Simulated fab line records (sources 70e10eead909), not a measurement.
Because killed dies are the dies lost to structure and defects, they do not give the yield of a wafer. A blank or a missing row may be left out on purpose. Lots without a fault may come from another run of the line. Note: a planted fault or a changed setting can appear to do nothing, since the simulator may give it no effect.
Code-filled problem report in 8D (eight disciplines) form + flow nand-harc + the parts of the form that need people (team, actions taken, sign-off) are left out

1. PROBLEM STATEMENT
At NHARC_A_ONON_D1_THK_MEAS_24, thk-nm averages 1547 nm over 4 wafers from 3 lots, while fault-free wafers read 998 nm, standard deviation 10. Relative to the usual mean, that is a shift of +55 standard deviations.
The step: measures by ellipsometry.
Seen first at day 10 15:46 on film-metro-02, wafer L655.2. The record holds 42 wafers of 15 lots with a number at this step. The rule behind "out" and "out of limits": a value lying over 4 standard deviations away from the usual mean. The other wafers with a number count as sound.

2. WHAT IT IS AND WHAT IT IS NOT
| question                    | is                             | is not                                                                                                               |
|-----------------------------|--------------------------------|----------------------------------------------------------------------------------------------------------------------|
| which readings at this step | thk-nm                         | -                                                                                                                    |
| which lots                  | L655, L657, L658               | L649, L650, L651, L653, L656, L663, L664, L666, L668, L669, L670, L672                                               |
| which wafers of those lots  | L655.2, L657.2, L658.2, L658.3 | L655.5, L657.4                                                                                                       |
| read on which gauges        | film-metro-01, film-metro-02   | -                                                                                                                    |
| when                        | from day 10 15:46              | up to then (13 sound wafers); but 25 sound wafers of L656, L657, L663, L664, L666, L668, L669, L670, L672 came after |

3. THE SUSPECTS, EACH WITH WHAT RULES IT OUT
Counting: any tool at a process step up to the reading remains a suspect provided it ran every lot that is out. Sound lots after the first of them don't rule it out here, since some wafers of a struck lot are sound.
- ruled out: the gauge at NHARC_A_ONON_D1_THK_MEAS_24. Those wafers that are out were read across 2 gauges (film-metro-01, film-metro-02).
- pecvd-onon-01 at NHARC_A_ONON_D1_DEP_22 (target thk 1000 nm): kept. It processed each lot that is out (first: L655, day 10 15:19); up to then, its last sound lot is L653 (day 9 21:24).
The count leaves pecvd-onon-01 at NHARC_A_ONON_D1_DEP_22.

4. THE CAUSE (what the simulator had put in)
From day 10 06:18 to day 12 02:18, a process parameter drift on pecvd-onon-01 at NHARC_A_ONON_D1_DEP_22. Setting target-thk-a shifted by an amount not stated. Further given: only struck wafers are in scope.
After counting, this tool was the only one left.

5. SEQUENCE OF EFFECTS, ordered by route
Each row: a reading where the mean over the struck wafers with a number is more than 3 standard deviations away from the usual. Only readings for which the record gives a usual standard deviation are gone through. hours: the time from each lot's start at the first step in this table that gives one to its start at this step, as a median over the lots. sigmas: the change in usual standard deviations.
| hours | step                        | reading         | usual  | on struck wafers | change | sigmas |
|-------|-----------------------------|-----------------|--------|------------------|--------|--------|
| 0     | NHARC_A_ONON_D1_THK_MEAS_24 | thk-nm          | 998 nm | 1547             | +549   | +55    |
| 381   | NHARC_END_SORT_01           | killed-at-array | 52     | 672              | +620   | +39    |
| 381   | NHARC_END_SORT_01           | killed-dies     | 57     | 677              | +620   | +39    |

6. WHAT WOULD HAVE CAUGHT IT SOONER
9 hours passed between the start of the fault at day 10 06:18 and the first reading out of limits at a measuring or inspecting step in this record, taken at day 10 15:46.
Of the lots that are out (3), L657, L658 began NHARC_A_ONON_D1_DEP_22 on pecvd-onon-01 after day 10 15:46. A hold on the tool at that time would have spared those 2.
